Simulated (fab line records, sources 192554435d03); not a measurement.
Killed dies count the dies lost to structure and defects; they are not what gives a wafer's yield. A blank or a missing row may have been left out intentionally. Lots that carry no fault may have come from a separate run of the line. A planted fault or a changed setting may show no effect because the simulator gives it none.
Struck lot and sound lot, side by side || flow n5_finfet || 38 out of 1938 route steps
Sound: the wafers L885.2, L885.4, L885.5. Wafers struck: L890.1, L890.5, L890.6. The cause is given at the end.
Order at every step that has rows: each side's tool, ch and its chambers, its first start. Under that, the readings that differ: sound wafers || struck wafers || difference of the means || sigmas: that difference in standard deviations of wafers without a fault.
alike: words and numbers the same on both sides, and readings whose means are apart by under 2 such deviations; not compared: readings that were withheld, readings missing a value for some wafer, numbers with overlapping values and no deviation given by the record, and bounds like >300 which may hide the same value.
Wherever a step has rows on one side only, a row that says differs or no value, or a row with sigmas, the two part there. Numbers that don't overlap but have no deviation are shown without sigmas and don't part them. Lack of a reading on every wafer of one side parts them only where that side has two or more wafers.

first, 12 steps without rows for these wafers: N5_BEOL_M4_SURFACE_TREAT_85; N5_BEOL_M4_CVD_47 (deposits Co from CCTBA/H2, target thk 3 nm, time 223.8 s); N5_BEOL_M4_SPUTTER_48 (material Cu, target thk 4.5 nm, time 8.29 s); N5_BEOL_M4_ANNEAL_49 (time 240 s); N5_BEOL_M4_SPUTTER_79 (material Cu, target thk 4.5 nm, time 8.29 s); N5_BEOL_M4_ANNEAL_80 (time 240 s); N5_BEOL_M4_SPUTTER_81 (material Cu, target thk 4.5 nm, time 8.29 s); N5_BEOL_M4_ANNEAL_82 (time 240 s); N5_BEOL_M4_SPUTTER_86 (material Cu, target thk 4.5 nm, time 8.29 s); N5_BEOL_M4_ANNEAL_87 (time 240 s); N5_BEOL_M4_SPUTTER_88 (material Cu, target thk 4.5 nm, time 8.29 s); N5_BEOL_M4_ANNEAL_89 (time 240 s).
N5_BEOL_M4_SPUTTER_90: material Cu, target thk 4.5 nm, time 8.29 s.
  struck on pvd_sputter-01, day 12 02:27; sound on pvd_sputter-03, day 10 15:19
  alike: susceptor_temp_C, throttle_valve_pct
then, 24 steps without rows for these wafers: N5_BEOL_M4_ANNEAL_91 (time 240 s); N5_BEOL_M4_SPUTTER_92 (material Cu, target thk 4.5 nm, time 8.29 s); N5_BEOL_M4_ANNEAL_93 (time 240 s); N5_BEOL_M4_SPUTTER_94 (material Cu, target thk 4.5 nm, time 8.29 s); N5_BEOL_M4_ANNEAL_95 (time 240 s); N5_BEOL_M4_SPUTTER_96 (material Cu, target thk 4.5 nm, time 8.29 s); N5_BEOL_M4_ECD_50 (material Cu, target thk 300 nm); N5_BEOL_M4_ANNEAL_51 (time 90 s); N5_BEOL_M4_CMP_52 (polishes, stops on SiOC, t overpolish 6.8 s, target thk 40 nm); N5_BEOL_M4_PRE_CLEAN_60 (time 15 s); N5_BEOL_M4_CO_CAP_55 (material Co, precursor CCTBA/H2, target thk 2 nm, time 102.1 s); N5_BEOL_M4_PRE_CLEAN_56 (time 15 s); N5_BEOL_M4_DEP_57 (deposits SiCN from 3MS/NH3, target thk 8 nm, time 14 s); N5_BEOL_M5_ILD_DEP_00 (deposits SiCOH lowk from DEMS/porogen, target thk 140.64 nm, time 25.9 s); N5_BEOL_M5_CURE_79 (cures SiCOH lowk, time 240 s); N5_BEOL_M5_PECVD_70 (deposits SiO2 from TEOS/O2, target thk 16 nm, time 18 s); N5_BEOL_M5_HM_DEP_02 (deposits TiN, target thk 20 nm); N5_BEOL_M5_COAT_59 (time 60 s, resist thk 60 nm); N5_BEOL_M5_COAT_60 (time 60 s, resist thk 12 nm); N5_BEOL_M5_COAT_71 (time 60 s, resist thk 5 nm); N5_BEOL_M5_COAT_05 (resist thk 30 nm); N5_BEOL_M5_EBR_07; N5_BEOL_M5_SOFTBAKE_06 (time 60 s); N5_BEOL_M5_EXPOSE_08 (exposes mask M5, target cd 28 nm).
-- the record jumps here: 5 days lie between the struck wafers' starts before and after (it left off in module BEOL_M5 and takes up again in module PASSIVATION, whose first step shown is number 1936 of the route) --
N5_PASSIVATION_PROBE_49:
  struck on prober-01, day 16 19:49; sound on prober-01, day 15 01:31
{"reading": "defect_limited_yield (%)", "sound": "90.4 93.0 94.0", "struck": "84.0 79.7 81.8", "difference": -10.6, "sigmas": -8}
{"reading": "killed_at_M4_up", "sound": "8 16 16", "struck": "109 147 119", "difference": "+112", "sigmas": "+21"}
{"reading": "killed_dies", "sound": "113 83 71", "struck": "189 239 215", "difference": "+125", "sigmas": "+7"}
{"reading": "killed_on_rim", "sound": "15 14 11", "struck": "31 12 28", "difference": "+10", "sigmas": "+3"}
{"reading": "sort_bin_5_function (%)", "sound": "5.7 4.2 3.7", "struck": "9.6 11.9 10.7", "difference": "+6.2", "sigmas": "+7"}
{"reading": "sort_bin_6_memory (%)", "sound": "3.6 2.6 2.1", "struck": "3.5 4.7 4.6", "difference": "+1.5", "sigmas": "+2"}
{"reading": "sort_n_pass", "sound": "1067 1097 1109", "struck": "991 941 965", "difference": -125, "sigmas": -7}
{"reading": "sort_yield_pct (%)", "sound": "90.4 93.0 94.0", "struck": "84.0 79.7 81.8", "difference": -10.6, "sigmas": -8}
  alike: killed_at_M0_to_M3, killed_at_contacts, killed_at_front_end, killed_at_other, killed_open, killed_short

## WHERE THEY PART
At N5_PASSIVATION_PROBE_49 and nowhere else, as far as this record goes.

WHY: whatever the simulator had introduced
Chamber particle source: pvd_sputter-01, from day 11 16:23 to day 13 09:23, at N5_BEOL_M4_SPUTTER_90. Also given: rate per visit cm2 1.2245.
